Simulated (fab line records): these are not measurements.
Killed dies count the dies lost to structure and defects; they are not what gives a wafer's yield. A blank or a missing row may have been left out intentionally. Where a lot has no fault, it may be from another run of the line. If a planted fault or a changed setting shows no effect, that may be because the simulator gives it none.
Split-lot trial	flow n5 finfet	21 wafers read from 7 lots, route of 1938 steps

== SPLIT DETAILS ==
At N5_BEOL_M5_TRENCH_ETCH_37 (etches SiCOH lowk in C4F6/O2, target depth 71.652 nm, time 24.7 s), the setting bias w was moved away from the recipe's 185 W on 7 of the 21 wafers read, by +10.3% to +15.9%. The other wafers ran this setting at the recipe's value.

The reading comes from the split's own step.

== THE READING ==
rf vpp V, in V, at N5_BEOL_M5_TRENCH_ETCH_37 (etches SiCOH lowk in C4F6/O2, target depth 71.652 nm, time 24.7 s). On this fab line, fault-free wafers typically give 669 V with a standard deviation of 12 V.

wafer	tool, chamber at the split	bias w as run, W	against the recipe	rf vpp V, V	against lot-mates on the recipe
L080.1	rie diel-06, 3	210.9	+14.0%	745	+66
L080.4	rie diel-06, 0	185	recipe	680	-
L080.5	rie diel-06, 0	185	recipe	679	-
L083.2	rie diel-04, 3	185	recipe	652	-
L083.3	rie diel-04, 1	185	recipe	659	-
L083.4	rie diel-04, 2	185	recipe	679	-
L084.3	rie diel-06, 3	204	+10.3%	725	+57
L084.4	rie diel-06, 1	185	recipe	667	-
L084.6	rie diel-06, 1	185	recipe	669	-
L085.3	rie diel-06, 3	214.4	+15.9%	755	+76
L085.4	rie diel-06, 0	185	recipe	679	-
L085.6	rie diel-06, 0	214.4	+15.9%	761	+82
L076.1	rie diel-06, 1	185	recipe	667	-
L076.2	rie diel-06, 0	185	recipe	678	-
L076.3	rie diel-06, 2	204.3	+10.4%	733	+60
L090.1	rie diel-06, 3	185	recipe	671	-
L090.3	rie diel-06, 0	185	recipe	678	-
L090.4	rie diel-06, 1	185	recipe	667	-
L093.1	rie diel-06, 3	185	recipe	671	-
L093.3	rie diel-06, 0	209.6	+13.3%	748	+77
L093.5	rie diel-06, 2	209.6	+13.3%	747	+76

THE FIT
A straight line over all 21 wafers: rf vpp V changes by +5.53 V for each +1% of bias w; r = +0.98; the points scatter about the line by 7.3 V.
The same after taking each lot's own level away (the mean of its wafers on the recipe; 21 wafers): +5.24 V for each +1%; r = +0.98; scatter 6.4 V.
That fit puts the effect of the largest move of bias w on the reading at 83 V.
From 663.3 to 679.5 V: that is the span of the lots' own levels, equal to 1.3 times the standard deviation above.
So the lot-to-lot level changes the slope little: the two slopes agree.
Check: +85.5 V against its lot-mates is what the line predicts for one of the wafers moved furthest among these (+15.9%) when that wafer is left out of the fit. It came out at +76 V against them.
Tool readings at the split's step, against how far the setting was moved: rf vpp V r = +0.98.

== THESE WAFERS: OTHER SPLITS ==
These wafers also went through other splits before the reading. Each is held against what the fit with the lots' levels taken away leaves over:
other split on the same wafers	wafers away from the commonest value	r with rf vpp V (lot level and that fit taken away)
N5_BEOL_M5_COAT_66 spin rpm	9	-0.16
N5_BEOL_M5_VIA_ETCH_34 source w	5	-0.27

== FILE'S OWN FIT ==
rf vpp V changes by +5.22 V for each +1% of bias w, r = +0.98.
